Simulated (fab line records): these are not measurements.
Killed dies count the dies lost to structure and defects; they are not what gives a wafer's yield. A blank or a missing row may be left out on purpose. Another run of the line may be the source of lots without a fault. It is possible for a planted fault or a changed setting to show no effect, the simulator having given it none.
Lot-split experiment :: flow n5 finfet :: on a route of 1938 steps: 7 lots, 21 wafers read

THE SPLIT ITSELF
At N5_WELL_APT_EXPOSE_05 (exposes mask NWELL, defocus 0 nm, target cd 200 nm), the setting dose mj was moved away from the recipe's 20.3 on 7 of the 21 wafers read, by -6.0% to +3.3%. This setting was run at the recipe's value on the other wafers.

FROM THE SPLIT TO THE READING: what the file shows between them, 2 steps
- N5_WELL_APT_DEVELOP_07: develop time 45 s (also split here: develop time s)
- N5_WELL_APT_HARDBAKE_12: time 120 s

THE READING
Shown in nm: cd nm at N5_WELL_APT_CD_MEAS_08, with target cd 200 nm. Typical for fault-free wafers on this fab line: 199.7 nm, with standard deviation 2.3 nm.

wafer: L076.1
tool, chamber at the split: krf scanner-02, 0
dose mj as run: 19.38
against the recipe: -4.5%
cd nm, nm: 188.7
against lot-mates on the recipe: -8.1

wafer: L076.2
tool, chamber at the split: krf scanner-02, 0
dose mj as run: 20.3
against the recipe: recipe
cd nm, nm: 195.3
against lot-mates on the recipe: -

wafer: L076.5
tool, chamber at the split: krf scanner-02, 0
dose mj as run: 20.3
against the recipe: recipe
cd nm, nm: 198.3
against lot-mates on the recipe: -

wafer: L078.1
tool, chamber at the split: krf scanner-02, 0
dose mj as run: 19.74
against the recipe: -2.8%
cd nm, nm: 196.0
against lot-mates on the recipe: -3.5

wafer: L078.3
tool, chamber at the split: krf scanner-02, 0
dose mj as run: 19.74
against the recipe: -2.8%
cd nm, nm: 194.6
against lot-mates on the recipe: -4.9

wafer: L078.6
tool, chamber at the split: krf scanner-02, 0
dose mj as run: 20.3
against the recipe: recipe
cd nm, nm: 199.5
against lot-mates on the recipe: -

wafer: L081.1
tool, chamber at the split: krf scanner-02, 0
dose mj as run: 20.3
against the recipe: recipe
cd nm, nm: 197.5
against lot-mates on the recipe: -

wafer: L081.4
tool, chamber at the split: krf scanner-02, 0
dose mj as run: 20.3
against the recipe: recipe
cd nm, nm: 200.4
against lot-mates on the recipe: -

wafer: L081.5
tool, chamber at the split: krf scanner-02, 0
dose mj as run: 20.3
against the recipe: recipe
cd nm, nm: 195.6
against lot-mates on the recipe: -

wafer: L086.1
tool, chamber at the split: krf scanner-01, 0
dose mj as run: 19.09
against the recipe: -6.0%
cd nm, nm: 192.9
against lot-mates on the recipe: -8.8

wafer: L086.3
tool, chamber at the split: krf scanner-01, 0
dose mj as run: 20.3
against the recipe: recipe
cd nm, nm: 201.7
against lot-mates on the recipe: -

wafer: L086.6
tool, chamber at the split: krf scanner-01, 0
dose mj as run: 19.09
against the recipe: -6.0%
cd nm, nm: 191.7
against lot-mates on the recipe: -10.0

wafer: L093.1
tool, chamber at the split: krf scanner-01, 0
dose mj as run: 20.3
against the recipe: recipe
cd nm, nm: 199.9
against lot-mates on the recipe: -

wafer: L093.5
tool, chamber at the split: krf scanner-01, 0
dose mj as run: 20.3
against the recipe: recipe
cd nm, nm: 201.6
against lot-mates on the recipe: -

wafer: L093.6
tool, chamber at the split: krf scanner-01, 0
dose mj as run: 20.3
against the recipe: recipe
cd nm, nm: 201.5
against lot-mates on the recipe: -

wafer: L094.1
tool, chamber at the split: krf scanner-01, 0
dose mj as run: 20.97
against the recipe: +3.3%
cd nm, nm: 203.1
against lot-mates on the recipe: +2.5

wafer: L094.2
tool, chamber at the split: krf scanner-01, 0
dose mj as run: 20.97
against the recipe: +3.3%
cd nm, nm: 203.0
against lot-mates on the recipe: +2.4

wafer: L094.6
tool, chamber at the split: krf scanner-01, 0
dose mj as run: 20.3
against the recipe: recipe
cd nm, nm: 200.6
against lot-mates on the recipe: -

wafer: L095.2
tool, chamber at the split: krf scanner-02, 0
dose mj as run: 20.3
against the recipe: recipe
cd nm, nm: 198.7
against lot-mates on the recipe: -

wafer: L095.3
tool, chamber at the split: krf scanner-02, 0
dose mj as run: 20.3
against the recipe: recipe
cd nm, nm: 199.1
against lot-mates on the recipe: -

wafer: L095.4
tool, chamber at the split: krf scanner-02, 0
dose mj as run: 20.3
against the recipe: recipe
cd nm, nm: 200.3
against lot-mates on the recipe: -

THE FIT
A straight line over all 21 wafers: cd nm changes by +1.36 nm for each +1% of dose mj; r = +0.86; the points scatter about the line by 2 nm.
The same after taking each lot's own level away (the mean of its wafers on the recipe; 21 wafers): +1.41 nm for each +1%; r = +0.94; scatter 1.3 nm.
Per that fit: largest dose mj move, reading shift of 8.4 nm.
From 196.80 to 201.70 nm: that is the span of the lots' own levels, equal to 2.1 times the standard deviation above.
The two slopes agree, so the slope changes little with the lot-to-lot level.
Check: with one of the wafers moved furthest among these (-6.0%) left out of the fit, the line predicts -8.85 nm for it against its lot-mates. It came out at -8.8 nm against them.

FURTHER SPLITS ON THESE WAFERS
Note: prior to the reading, these wafers also went through further splits. Each is held against what the fit with the lots' levels taken away leaves over:
other split on the same wafers: N5_ZERO_LAYER_PECVD_02 time s
wafers away from the commonest value: 7
r with cd nm (lot level and that fit taken away): -0.39

other split on the same wafers: N5_WELL_APT_DEVELOP_07 develop time s
wafers away from the commonest value: 6
r with cd nm (lot level and that fit taken away): +0.16

THE WHOLE CHAIN: every reading that the file lists as answering this split, in the file's order
step: N5_WELL_APT_CD_MEAS_08
what it does: target cd 200 nm
reading: cd nm
change (the file's fit): +1.5 nm for each +1% of the setting
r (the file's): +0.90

step: N5_WELL_APT_DESCUM_13
what it does: chemistry O2, time 7.9 s
reading: WELL_APT.cd nm (the simulator's own value, which no gauge read)
change (the file's fit): +1.48 nm for each +1% of the setting
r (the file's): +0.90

THE FILE'S OWN FIT
cd nm changes by +1.5 nm for each +1% of dose mj, r = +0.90.
